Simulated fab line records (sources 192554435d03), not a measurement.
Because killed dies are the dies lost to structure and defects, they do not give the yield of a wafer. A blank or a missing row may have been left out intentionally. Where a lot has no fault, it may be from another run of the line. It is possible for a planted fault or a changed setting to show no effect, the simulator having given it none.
fab line records	flow n5-finfet
[record] lots = 15	wafers = 45	last-day = 19
route steps=1938 shown HKMG_FIN@433 BEOL_M4@1111
lots with no fault: from the same line, run without faults
start-h: hours from the record's first day to the start of the lot's first wafer shown	wait-h: hours from the lot's prior step to this one	" unchanged from the row above	L1.1+2: several wafers, shown together as one row	- either no value or no given start	* or withheld: withheld	< > ~ a bound
route shown NAME@n: a module of which the file shows steps, and the number in the route of the first	usual: the fault-free wafers' mean and standard deviation	same: alike in all rows	chamber/n: place in a boat	sites: the reading at each site	_std_site: standard deviation across them	_edge_site: outer sites' mean less inner sites'	radius-mm: for every site, how far away it sits from the centre of the wafer	mask NAME#n: copy n	behind: tool/chamber where the wafer was last shaped	hold: the reason the lot was held/the length of the hold in hours/how it ended	device: names the non-switching transistor (n, p or np)	end of line: tests run on the same wafers once the route is complete	a step without rows: its recipe alone	killed: at the first sort, the dies lost to defects and structure; wafer yield is something else	map: a wafer's dies, x killed, . not, _ none there
set.NAME: the setting as run; set.NAME@STEP: as run at that earlier step	model.NAME: the simulator's own value behind a step, which no gauge read
route steps across a sampled set of lots; one table per step, one row per wafer
services: from which hour (start-h, from the record's first day; less than 0 if before it) a tool's chamber was out of use, for how many hours, and why
[[steps]]
[step N5_HKMG_FIN_DESCUM_17]
[recipe] chemistry = O2	time-s = 7.9	source-power-w = 50	bias-power-w = 20	pressure-mtorr = 20	rf-frequency-hz = 2.712e+07	temp-c = 40	resist = CAR-ArF	o2-flow-sccm = 225
[usual] bias-power-w = 20.00/0.058	drypump-motor-current-A = 5.73/0.26	oes-product-au = 0.81/0.1	rf-vpp-V = 243.7/1.4	showerhead-plenum-p-Torr = 2.12/0.072	throttle-valve-pct = 20.33/0.27
lot.wafer	tool	chamber	start-h	wait-h	bias-power-w	drypump-motor-current-A	oes-product-au	rf-hours-counter-h	rf-vpp-V	showerhead-plenum-p-Torr	throttle-valve-pct
L411.2	rie-diel-04	3	81.13	0.3	19.96	6.03	0.97	9	247.0	2.24	20.38
L411.3	"	0	"	"	19.99	5.50	0.70	196	242.7	2.08	20.35
L411.6	"	3	"	"	19.97	6.03	0.97	-	244.4	2.24	20.38
L412.2	rie-diel-05	2	83.35	0.0	19.98	6.13	0.90	35	242.4	2.11	20.42
L412.3	"	3	"	"	19.95	5.88	0.70	218	243.0	2.06	20.56
L412.5	"	3	"	"	20.01	5.93	0.70	-	243.3	2.06	20.58
L413.1	rie-diel-04	3	91.20	0.0	20.06	6.03	0.94	13	244.8	2.24	20.40
L413.4	"	2	"	"	19.99	5.45	0.70	188	242.9	1.99	20.87
L413.5	"	3	"	"	19.94	6.00	0.94	-	245.7	2.24	20.39
L414.3	rie-diel-06	1	97.73	0.0	20.02	5.60	0.86	48	242.2	2.05	20.17
L414.5	"	2	"	"	20.05	5.76	0.95	-	244.3	2.23	19.91
L414.6	"	1	"	"	19.97	5.60	0.86	-	242.7	2.05	20.17
L415.1	rie-diel-06	3	108.45	1.0	20.00	5.27	0.70	228	242.8	2.14	20.12
L415.2	"	2	"	"	20.12	5.75	0.93	13	243.7	2.22	19.92
L415.3	"	0	"	"	20.08	5.60	0.90	27	246.1	2.22	20.36
L416.2	rie-diel-05	1	111.21	0.0	19.89	5.79	0.68	248	244.6	2.13	20.17
L416.4	"	2	"	"	19.97	6.15	0.88	43	242.4	2.11	20.43
L416.6	"	3	"	"	19.97	5.81	0.70	-	243.9	2.06	20.57
L418.2	rie-diel-06	1	117.89	0.2	20.13	5.61	0.84	56	242.6	2.05	20.18
L418.3	"	2	"	"	19.97	5.74	0.92	18	246.0	2.22	19.96
L418.5	"	0	"	"	20.04	5.59	0.88	-	244.7	2.22	20.38
L417.1	rie-diel-04	0	120.27	0.0	19.99	5.44	0.68	210	243.3	2.08	20.37
L417.2	"	2	"	"	20.02	5.46	0.70	198	243.3	1.99	20.87
L417.6	"	0	"	"	19.99	5.41	0.68	-	242.3	2.08	20.38
L421.1	rie-diel-06	2	137.31	0.0	20.09	5.73	0.91	24	245.5	2.22	19.97
L421.4	"	3	"	"	19.98	5.27	0.70	238	244.2	2.13	20.14
L421.6	"	3	"	"	20.03	5.27	0.69	-	243.8	2.13	20.14
L423.2	rie-diel-05	2	147.74	0.0	20.10	6.14	0.87	60	244.4	2.10	20.44
L423.3	"	0	"	"	19.98	5.58	0.80	103	242.7	2.13	20.24
L423.4	"	1	"	"	20.04	5.80	0.97	3	245.1	2.13	19.78
L424.1	rie-diel-06	0	156.77	0.1	20.10	5.58	0.87	45	245.2	2.21	20.39
L424.2	"	1	"	"	19.99	5.61	0.83	71	243.1	2.04	20.21
L424.6	"	2	"	"	19.95	5.78	0.89	-	246.2	2.22	19.95
L425.2	rie-diel-04	3	161.24	0.0	20.00	6.03	0.89	40	246.4	2.23	20.44
L425.5	"	1	"	"	19.95	6.07	0.99	-	244.8	2.13	20.20
L425.6	"	0	"	"	20.03	5.45	0.67	-	244.4	2.07	20.40
L429.4	rie-diel-06	1	188.66	0.6	20.10	5.61	0.84	-	241.7	2.04	20.24
L429.5	"	0	"	"	20.03	5.60	0.85	-	244.3	2.21	20.40
L429.6	"	2	"	"	20.08	5.76	0.88	-	245.8	2.21	20.01
L431.1	rie-diel-05	2	198.52	0.0	20.01	6.16	0.83	79	242.4	2.10	20.48
L431.2	"	1	"	"	19.95	5.81	0.90	22	243.5	2.12	19.81
L431.3	"	0	"	"	19.96	5.57	0.77	123	242.6	2.12	20.25
L434.1	rie-diel-05	0	217.31	0.1	20.00	5.55	0.78	131	244.0	2.12	20.27
L434.5	"	1	"	"	19.95	5.79	0.90	-	244.1	2.12	19.82
L434.6	"	0	"	"	20.12	5.57	0.77	-	243.0	2.12	20.26
[step N5_HKMG_FIN_ETCH_32]
[recipe] chemistry = N2/H2	target = SOC	target-depth-a = 2400	temp-c = 40	time-s = 300	ion-energy-ev = 200	mask-material = SiARC	pressure-mtorr = 30	source-w = 840	bias-w = 150	n2-flow-sccm = 200	h2-flow-sccm = 200
[usual] bias-w = 150.0/0.43	chamber-pressure-mTorr = 29.996/0.025	drypump-motor-current-A = 5.74/0.26	n2-flow-sccm = 200.0/0.62	oes-product-au = 0.81/0.1	rf-vpp-V = 524.9/2.6	showerhead-plenum-p-Torr = 2.58/0.089	throttle-valve-pct = 17.8/0.31
lot.wafer	tool	chamber	start-h	wait-h	bias-w	chamber-pressure-mTorr	drypump-motor-current-A	n2-flow-sccm	oes-product-au	rf-hours-counter-h	rf-vpp-V	showerhead-plenum-p-Torr	throttle-valve-pct
L411.2	rie-diel-04	3	81.23	0.0	149.7	29.995	6.03	200.4	0.95	9	528.2	2.73	17.7
L411.3	"	0	"	"	150.2	29.971	5.43	200.4	0.70	196	523.7	2.52	17.8
L411.6	"	3	"	"	149.6	29.949	6.03	200.5	0.95	-	528.5	2.73	17.7
L412.2	rie-diel-05	2	83.44	0.0	150.2	30.003	6.17	201.0	0.89	35	525.1	2.59	18.0
L412.3	"	3	"	"	150.3	30.050	5.91	199.9	0.70	218	522.9	2.52	18.2
L412.5	"	3	"	"	150.4	29.988	5.91	199.6	0.70	-	524.6	2.52	18.2
L413.1	rie-diel-04	3	91.29	0.0	150.4	29.986	6.04	200.1	0.93	13	528.4	2.72	17.8
L413.4	"	2	"	"	150.4	29.991	5.45	200.6	0.70	188	520.5	2.43	18.3
L413.5	"	3	"	"	150.1	29.940	6.01	200.3	0.94	-	528.5	2.72	17.8
L414.3	rie-diel-06	1	97.82	0.0	149.6	30.000	5.63	200.1	0.89	48	521.7	2.49	17.7
L414.5	"	2	"	"	150.1	30.008	5.79	199.8	0.94	-	528.3	2.70	17.3
L414.6	"	1	"	"	149.2	30.012	5.61	199.8	0.90	-	521.9	2.49	17.7
L415.1	rie-diel-06	3	108.54	0.0	149.6	29.984	5.28	199.5	0.71	228	524.9	2.61	17.7
L415.2	"	2	"	"	149.5	29.993	5.77	200.0	0.93	14	529.2	2.70	17.3
L415.3	"	0	"	"	149.7	30.030	5.60	199.7	0.88	27	528.4	2.72	17.8
L416.2	rie-diel-05	1	111.30	0.0	149.3	30.007	5.83	199.2	0.68	248	525.1	2.60	17.6
L416.4	"	2	"	"	150.0	30.043	6.12	200.2	0.87	44	525.1	2.59	17.9
L416.6	"	3	"	"	149.7	30.028	5.92	200.3	0.68	-	523.8	2.52	18.2
L418.2	rie-diel-06	1	117.98	0.0	150.4	30.011	5.62	200.2	0.88	56	522.0	2.49	17.7
L418.3	"	2	"	"	149.2	29.996	5.79	199.8	0.93	18	528.1	2.70	17.3
L418.5	"	0	"	"	149.8	29.982	5.60	200.6	0.87	-	527.0	2.72	17.9
L417.1	rie-diel-04	0	120.36	0.0	149.8	30.039	5.48	200.1	0.69	210	523.1	2.51	17.9
L417.2	"	2	"	"	150.0	29.946	5.44	200.0	0.71	198	521.3	2.43	18.4
L417.6	"	0	"	"	150.1	30.004	5.48	200.3	0.69	-	521.0	2.51	17.8
L421.1	rie-diel-06	2	137.40	0.0	149.6	29.986	5.75	198.8	0.91	24	527.9	2.70	17.3
L421.4	"	3	"	"	150.5	30.012	5.28	200.4	0.71	238	525.2	2.61	17.8
L421.6	"	3	"	"	150.3	30.006	5.26	200.0	0.71	-	525.7	2.61	17.8
L423.2	rie-diel-05	2	147.84	0.0	150.3	30.034	6.15	199.1	0.84	60	524.1	2.58	18.0
L423.3	"	0	"	"	150.8	29.983	5.57	199.9	0.80	103	524.2	2.56	17.5
L423.4	"	1	"	"	149.8	30.038	5.79	199.0	0.97	3	524.9	2.60	17.2
L424.1	rie-diel-06	0	156.86	0.0	149.7	30.045	5.58	200.5	0.86	45	527.3	2.71	17.9
L424.2	"	1	"	"	150.2	30.006	5.62	200.0	0.87	71	522.5	2.48	17.7
L424.6	"	2	"	"	149.7	30.027	5.75	199.5	0.91	-	528.2	2.70	17.3
L425.2	rie-diel-04	3	161.33	0.0	149.5	29.961	6.02	200.6	0.88	40	529.0	2.71	17.8
L425.5	"	1	"	"	149.3	30.004	6.01	198.2	0.98	-	526.5	2.60	17.6
L425.6	"	0	"	"	150.2	29.984	5.45	200.3	0.67	-	523.9	2.51	17.9
L429.4	rie-diel-06	1	188.83	0.1	149.8	30.010	5.60	199.1	0.85	-	522.8	2.47	17.8
L429.5	"	0	"	"	149.1	30.007	5.62	200.2	0.84	-	528.6	2.70	17.9
L429.6	"	2	"	"	150.1	29.967	5.76	200.1	0.89	-	528.5	2.69	17.4
L431.1	rie-diel-05	2	198.61	0.0	150.2	29.984	6.15	200.1	0.82	79	524.0	2.58	18.0
L431.2	"	1	"	"	150.7	30.018	5.82	199.7	0.90	22	526.0	2.59	17.3
L431.3	"	0	"	"	150.4	30.017	5.58	200.0	0.78	123	524.9	2.55	17.5
L434.1	rie-diel-05	0	217.40	0.0	150.0	30.026	5.61	199.1	0.77	131	523.6	2.54	17.5
L434.5	"	1	"	"	151.0	29.968	5.82	200.3	0.89	-	525.3	2.59	17.3
L434.6	"	0	"	"	149.6	29.951	5.59	198.8	0.77	-	524.8	2.54	17.5
[step N5_HKMG_FIN_STRIP_92]
[recipe] chemistry = N2/H2	material = SOC	time-s = 20	power-w = 500	temp-c = 40	pressure-mtorr = 50	rf-frequency-hz = 6e+07	bias-power-w = 8	h2-frac = 0.5	n2-flow-sccm = 300	h2-flow-sccm = 300
[usual] bias-power-w = 7.997/0.023	drypump-motor-current-A = 5.75/0.26	n2-flow-sccm = 300.1/0.89	oes-product-au = 0.81/0.099	rf-vpp-V = 54.3/0.85	showerhead-plenum-p-Torr = 3.41/0.11	throttle-valve-pct = 19.0/0.42
lot.wafer	tool	chamber	start-h	wait-h	bias-power-w	drypump-motor-current-A	n2-flow-sccm	oes-product-au	rf-hours-counter-h	rf-vpp-V	showerhead-plenum-p-Torr	throttle-valve-pct
L411.2	rie-diel-04	3	81.59	0.1	7.951	6.03	300.2	0.94	9	54.8	3.59	18.8
L411.3	"	0	"	"	7.981	5.47	299.4	0.70	196	55.8	3.33	19.3
L411.6	"	3	"	"	7.983	6.03	299.5	0.94	-	53.5	3.59	18.8
L412.2	rie-diel-05	2	83.80	0.1	7.980	6.16	300.2	0.89	35	54.9	3.42	19.0
L412.3	"	3	"	"	7.975	5.87	299.7	0.70	218	53.2	3.33	19.8
L412.5	"	3	"	"	7.981	5.89	299.1	0.70	-	54.4	3.33	19.8
L413.1	rie-diel-04	3	91.65	0.1	8.008	6.04	300.1	0.94	13	54.3	3.59	18.8
L413.4	"	2	"	"	7.996	5.46	301.5	0.71	188	53.6	3.22	19.5
L413.5	"	3	"	"	7.992	6.04	300.7	0.94	-	54.7	3.59	18.8
L414.3	rie-diel-06	1	98.18	0.1	7.974	5.63	300.5	0.88	48	53.4	3.29	19.4
L414.5	"	2	"	"	7.988	5.77	300.0	0.93	-	53.1	3.57	18.3
L414.6	"	1	"	"	8.000	5.64	299.9	0.88	-	54.7	3.29	19.4
L415.1	rie-diel-06	3	108.90	0.1	8.015	5.27	299.7	0.72	228	53.0	3.45	19.2
L415.2	"	2	"	"	7.968	5.77	300.5	0.93	14	54.5	3.56	18.3
L415.3	"	0	"	"	7.978	5.57	300.9	0.90	27	55.9	3.58	18.9
L416.2	rie-diel-05	1	111.66	0.1	8.001	5.82	300.2	0.68	248	54.1	3.43	18.7
L416.4	"	2	"	"	8.014	6.15	302.2	0.88	44	52.5	3.42	19.1
L416.6	"	3	"	"	8.009	5.97	299.5	0.70	-	53.2	3.33	19.8
L418.2	rie-diel-06	1	118.34	0.1	7.988	5.65	300.7	0.86	57	54.7	3.29	19.4
L418.3	"	2	"	"	8.024	5.77	300.8	0.91	18	54.3	3.56	18.3
L418.5	"	0	"	"	7.965	5.62	300.9	0.88	-	55.4	3.58	18.9
L417.1	rie-diel-04	0	120.72	0.1	7.989	5.45	300.1	0.69	210	55.6	3.32	19.3
L417.2	"	2	"	"	7.957	5.48	300.8	0.70	198	54.6	3.21	19.5
L417.6	"	0	"	"	7.979	5.42	300.0	0.69	-	54.9	3.32	19.3
L421.1	rie-diel-06	2	137.76	0.1	8.017	5.76	301.2	0.90	25	56.9	3.56	18.3
L421.4	"	3	"	"	7.994	5.28	299.9	0.72	238	56.2	3.44	19.2
L421.6	"	3	"	"	7.985	5.28	300.4	0.71	-	54.8	3.44	19.2
L423.2	rie-diel-05	2	148.20	0.1	7.993	6.16	298.9	0.85	61	53.7	3.41	19.1
L423.3	"	0	"	"	8.037	5.60	301.4	0.79	104	53.7	3.38	18.7
L423.4	"	1	"	"	8.030	5.83	299.5	0.96	3	53.2	3.43	18.3
L424.1	rie-diel-06	0	157.22	0.1	7.970	5.64	299.5	0.87	45	54.5	3.57	18.9
L424.2	"	1	"	"	7.999	5.64	301.4	0.85	71	53.5	3.28	19.4
L424.6	"	2	"	"	8.031	5.76	300.3	0.88	-	55.7	3.55	18.3
L425.2	rie-diel-04	3	161.69	0.1	8.040	6.05	301.2	0.88	40	54.6	3.57	18.9
L425.5	"	1	"	"	8.012	6.05	299.9	0.98	-	54.0	3.43	18.7
L425.6	"	0	"	"	7.975	5.44	300.6	0.67	-	53.5	3.31	19.3
L429.4	rie-diel-06	1	189.12	0.0	8.019	5.61	298.8	0.84	-	53.5	3.27	19.4
L429.5	"	0	"	"	8.000	5.62	301.3	0.85	-	53.9	3.56	18.9
L429.6	"	2	"	"	8.003	5.74	298.8	0.86	-	54.6	3.55	18.3
L431.1	rie-diel-05	2	198.97	0.1	7.986	6.17	298.6	0.83	79	54.0	3.40	19.1
L431.2	"	1	"	"	7.989	5.82	300.1	0.90	22	53.7	3.42	18.3
L431.3	"	0	"	"	8.004	5.61	300.0	0.77	123	55.4	3.36	18.7
L434.1	rie-diel-05	0	217.76	0.1	8.046	5.58	301.1	0.76	131	55.2	3.36	18.7
L434.5	"	1	"	"	7.972	5.82	299.7	0.87	-	54.6	3.42	18.4
L434.6	"	0	"	"	7.998	5.58	298.8	0.76	-	53.3	3.36	18.7
[step N5_HKMG_FIN_ETCH_67]
[recipe] chemistry = N2/H2	target = SOC	target-depth-a = 3889	stop-on = TiN	ion-energy-ev = 100	bias-w = 61	pressure-mtorr = 30	source-w = 850	n2-flow-sccm = 200	h2-flow-sccm = 200
[usual] bias-w = 61.02/0.18	chamber-pressure-mTorr = 29.999/0.029	drypump-motor-current-A = 5.71/0.27	n2-flow-sccm = 200.0/0.59	oes-product-au = 0.80/0.098	rf-vpp-V = 241.1/1.4	showerhead-plenum-p-Torr = 2.58/0.091	throttle-valve-pct = 17.8/0.31
lot.wafer	tool	chamber	start-h	wait-h	bias-w	chamber-pressure-mTorr	drypump-motor-current-A	n2-flow-sccm	oes-product-au	rf-hours-counter-h	rf-vpp-V	showerhead-plenum-p-Torr	throttle-valve-pct
L411.2	rie-diel-04	0	83.59	-	61.24	29.960	5.46	199.5	0.70	197	239.1	2.52	17.8
L411.3	"	3	"	"	61.04	30.013	6.03	199.3	0.93	11	242.3	2.73	17.7
L411.6	"	2	"	"	60.95	29.989	5.45	199.7	0.70	-	239.2	2.43	18.3
L412.2	rie-diel-04	3	85.74	-	60.63	30.021	6.03	198.8	0.93	11	242.2	2.73	17.7
L412.3	"	1	"	"	60.92	30.015	6.04	199.2	0.67	232	242.3	2.61	18.1
L412.5	"	3	"	"	61.11	29.991	6.05	199.8	0.93	-	243.3	2.73	17.7
L413.1	rie-diel-06	1	93.60	-	60.81	29.984	5.60	200.6	0.87	46	240.0	2.49	17.7
L413.4	"	2	"	"	60.95	30.051	5.77	199.7	0.94	8	243.8	2.71	17.2
L413.5	"	2	"	"	60.35	30.019	5.75	199.8	0.94	-	242.6	2.71	17.3
L414.3	rie-diel-05	0	100.12	-	61.08	29.999	5.55	200.5	0.80	84	241.5	2.56	17.4
L414.5	"	3	"	"	61.04	30.002	5.92	200.3	0.69	-	241.2	2.52	18.2
L414.6	"	0	"	"	61.00	29.977	5.60	200.5	0.80	-	241.2	2.56	17.4
L415.1	rie-diel-06	1	110.85	-	60.94	29.942	5.63	200.2	0.87	53	240.0	2.49	17.7
L415.2	"	0	"	"	60.95	30.033	5.55	200.0	0.86	28	242.7	2.72	17.8
L415.3	"	2	"	"	61.05	30.022	5.75	199.8	0.92	15	243.0	2.70	17.3
L416.2	rie-diel-06	1	113.74	-	61.11	30.012	5.60	200.0	0.86	54	237.8	2.49	17.7
L416.4	"	3	"	"	61.04	29.989	5.28	200.7	0.70	230	241.5	2.61	17.7
L416.6	"	2	"	"	60.98	30.011	5.74	199.6	0.91	-	242.4	2.70	17.3
L418.2	rie-diel-06	2	120.29	-	61.25	30.002	5.75	199.9	0.91	18	242.6	2.70	17.3
L418.3	"	0	"	"	61.01	30.021	5.62	200.4	0.86	33	243.4	2.71	17.8
L418.5	"	3	"	"	61.28	29.979	5.25	199.3	0.70	-	241.3	2.61	17.7
L417.1	rie-diel-05	2	122.72	-	60.96	30.044	6.17	199.7	0.85	49	242.9	2.59	17.9
L417.2	"	3	"	"	60.98	29.976	5.87	200.8	0.67	232	239.3	2.52	18.2
L417.6	"	0	"	"	61.34	29.980	5.57	199.7	0.79	-	240.7	2.56	17.5
L421.1	rie-diel-06	1	139.85	-	60.94	29.970	5.60	198.7	0.85	65	239.0	2.48	17.7
L421.4	"	2	"	"	60.74	30.016	5.75	199.7	0.89	26	243.2	2.70	17.3
L421.6	"	3	"	"	61.02	30.051	5.26	200.0	0.70	-	242.0	2.61	17.8
L423.2	rie-diel-06	3	150.17	-	-	-	-	-	-	-	-	-	-
L423.3	"	0	"	"	-	-	-	-	-	-	-	-	-
L423.4	"	1	"	"	-	-	-	-	-	-	-	-	-
L424.1	rie-diel-04	2	159.36	-	-	-	-	-	-	-	-	-	-
L424.2	"	3	"	"	-	-	-	-	-	-	-	-	-
L424.6	"	1	"	"	-	-	-	-	-	-	-	-	-
L425.2	rie-diel-05	3	163.64	-	-	-	-	-	-	-	-	-	-
L425.5	"	2	"	"	-	-	-	-	-	-	-	-	-
L425.6	"	1	"	"	-	-	-	-	-	-	-	-	-
L429.4	rie-diel-05	2	191.11	-	60.92	30.001	6.17	200.1	0.82	-	240.5	2.58	18.0
L429.5	"	1	"	"	60.97	30.033	5.80	199.3	0.90	-	242.5	2.59	17.2
L429.6	"	0	"	"	60.74	29.973	5.61	200.4	0.77	-	239.7	2.55	17.5
L431.1	rie-diel-04	3	200.93	-	60.90	30.026	6.01	200.9	0.85	52	243.3	2.71	17.8
L431.2	"	1	"	"	60.96	30.046	6.04	199.3	0.92	15	242.2	2.60	17.6
L431.3	"	2	"	"	60.80	30.083	5.45	200.4	0.68	226	237.9	2.42	18.4
L434.1	rie-diel-04	3	219.71	-	60.93	29.977	6.03	198.8	0.85	58	244.1	2.70	17.8
L434.5	"	2	"	"	61.25	30.018	5.45	199.5	0.68	-	239.5	2.41	18.4
L434.6	"	3	"	"	60.90	29.994	6.04	199.8	0.85	-	243.2	2.70	17.8
[step N5_BEOL_M4_RC_MEAS_101]
[usual] DIBL_N = 35.1/1.6	DIBL_P = 34.9/1.8	IOFF_N = 0.143/0.026	IOFF_P = 0.21/0.037	ION_N = 671/11	ION_P = 463/7.8	SS_N = 71.2/0.58	SS_P = 73.0/0.54	VT_N = 251/3	VT_P = -250/4.1
lot.wafer	tool	chamber	start-h	wait-h	DIBL_N[mV/V]	DIBL_P[mV/V]	IOFF_N[nA/um]	IOFF_P[nA/um]	ION_N[uA/um]	ION_P[uA/um]	SS_N[mV/dec]	SS_P[mV/dec]	VT_N[mV]	VT_P[mV]
L412.2	prober-01	0	177.95	0.2	31.8	30.7	0.109	0.15	658	457	71.1	71.7	253	-253
L412.3	"	0	"	"	34.7	35.7	0.146	0.21	667	465	72.3	73.5	250	-249
L412.5	"	0	"	"	31.2	30.9	0.097	0.15	652	457	70.0	71.7	256	-250
L411.2	prober-02	0	187.04	0.2	36.0	35.6	0.173	0.22	682	468	71.7	73.0	248	-247
L411.3	"	0	"	"	35.5	35.7	0.165	0.23	682	468	71.4	73.1	247	-244
L411.6	"	0	"	"	38.2	37.7	0.214	0.27	690	469	71.7	73.6	246	-242
L413.1	prober-02	0	191.28	0.0	32.9	32.2	0.110	0.18	663	462	69.8	72.5	255	-249
L413.4	"	0	"	"	34.7	34.7	0.137	0.21	678	472	70.9	72.8	250	-248
L413.5	"	0	"	"	35.1	35.1	0.147	0.22	680	464	71.3	72.7	252	-249
L414.3	prober-01	0	196.47	0.3	33.5	33.1	0.131	0.17	676	461	71.2	72.3	249	-254
L414.5	"	0	"	"	33.3	32.9	0.129	0.17	670	453	71.2	73.0	251	-255
L414.6	"	0	"	"	34.0	33.4	0.138	0.16	675	460	70.9	73.1	253	-254
L415.1	prober-01	0	198.56	0.0	31.5	31.2	0.092	0.12	661	455	69.7	72.1	259	-260
L415.2	"	0	"	"	35.8	35.1	0.149	0.16	655	450	71.0	72.9	251	-255
L415.3	"	0	"	"	33.8	33.7	0.122	0.15	663	453	70.4	73.3	252	-256
L416.2	prober-02	0	211.34	0.2	33.6	34.0	0.139	0.22	672	467	71.6	73.1	250	-246
L416.4	"	0	"	"	31.6	31.3	0.109	0.18	659	467	70.8	71.9	252	-249
L416.6	"	0	"	"	31.3	31.5	0.106	0.18	655	457	70.6	71.9	253	-247
L418.2	prober-01	0	237.14	0.2	35.0	34.1	0.118	0.16	657	451	71.6	72.6	257	-256
L418.3	"	0	"	"	34.8	33.8	0.119	0.15	654	450	71.5	72.9	255	-261
L418.5	"	0	"	"	35.4	34.2	0.134	0.16	675	453	71.7	72.6	253	-255
L417.1	prober-01	0	241.00	0.0	34.3	35.1	0.135	0.20	681	467	71.2	73.2	254	-248
L417.2	"	0	"	"	35.9	36.5	0.155	0.23	691	467	71.6	73.7	251	-246
L417.6	"	0	"	"	33.5	34.4	0.131	0.20	668	469	71.2	72.3	252	-250
L421.1	prober-01	0	246.28	0.0	32.3	30.9	0.105	0.15	663	458	70.3	72.7	255	-251
L421.4	"	0	"	"	35.7	36.4	0.159	0.22	677	466	71.0	73.3	248	-246
L421.6	"	0	"	"	34.8	34.2	0.141	0.19	673	463	70.4	73.2	251	-248
L429.4	prober-01	0	311.07	0.5	34.1	34.2	0.138	0.20	668	462	70.5	73.2	251	-247
L429.5	"	0	"	"	34.5	33.9	0.140	0.19	670	459	71.0	73.2	253	-249
L429.6	"	0	"	"	34.7	36.2	0.165	0.24	696	477	71.9	73.1	246	-246
L431.1	prober-01	0	330.80	0.0	34.3	33.8	0.121	0.19	656	450	71.3	72.6	253	-251
L431.2	"	0	"	"	37.4	38.1	0.175	0.26	675	472	71.4	73.6	249	-247
L431.3	"	0	"	"	36.3	36.9	0.154	0.23	674	472	71.2	72.7	251	-250
L434.1	prober-01	0	340.87	0.0	35.0	35.3	0.138	0.21	667	463	71.1	73.1	249	-248
L434.5	"	0	"	"	34.8	36.6	0.135	0.23	661	462	71.2	73.1	249	-247
L434.6	"	0	"	"	35.2	35.1	0.132	0.21	677	474	71.0	73.1	249	-248
[[services]]
tool	chamber	start-h	hours	kind
rie-diel-05	3	87.35	1.4	repair
rie-diel-05	1	117.01	-	clean
rie-diel-05	1	117.01	-	consumable-replace:focus-ring
rie-diel-05	1	117.01	21.5	scheduled-down
rie-diel-05	1	117.01	21.5	vent-cycle
rie-diel-04	0	120.85	5.2	repair
rie-diel-04	1	135.28	-	clean
rie-diel-04	1	135.28	-	consumable-replace:focus-ring
rie-diel-04	1	135.28	16.8	scheduled-down
rie-diel-04	1	135.28	16.8	vent-cycle
rie-diel-06	3	172.28	-	clean
rie-diel-06	3	172.28	-	consumable-replace:focus-ring
rie-diel-06	3	172.28	22.5	scheduled-down
rie-diel-06	3	172.28	22.5	vent-cycle
rie-diel-05	3	184.85	-	clean
rie-diel-05	3	184.85	-	consumable-replace:focus-ring
rie-diel-05	3	184.85	29.9	scheduled-down
rie-diel-05	3	184.85	29.9	vent-cycle
[[key]]
[first-sign] step = N5_HKMG_FIN_ETCH_67	reading = tool-record	direction = missing
effect none on later readings
met-at N5_HKMG_FIN_ETCH_67
struck-lots L423,L424,L425
later-rows-left-out L423.2,L423.3,L423.4,L424.1,L424.2,L424.6,L425.2,L425.5,L425.6
sort-left-out L423.2,L423.3,L423.4,L424.1,L424.2,L424.6,L425.2,L425.5,L425.6
tester-left-out L423,L424,L425
not-acting-at N5_HKMG_FIN_DESCUM_17,N5_HKMG_FIN_ETCH_32,N5_HKMG_FIN_STRIP_92
onset-between 139.85 150.17
[fault] kind = skipped-step-whole	tool = rie-diel-04,rie-diel-05,rie-diel-06	chamber = -	onset-h = 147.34	steps = N5_HKMG_FIN_ETCH_67	scope = struck-lots-only
// tester-left-out: of these lots the tester's yield and bins aren't shown, on N5 and GAA mostly nor the transistor test; their killed dies are dies lost to structure and defects alone, not to doping, threshold or leakage, so they don't give the yield
// sort-left-out: the simulated sort isn't trusted on such a fault, so these wafers' sort isn't shown, and their yield isn't known
// later-rows-left-out: the simulator's readings of these wafers behind a module that went badly wrong aren't trusted and aren't shown, but for the sort
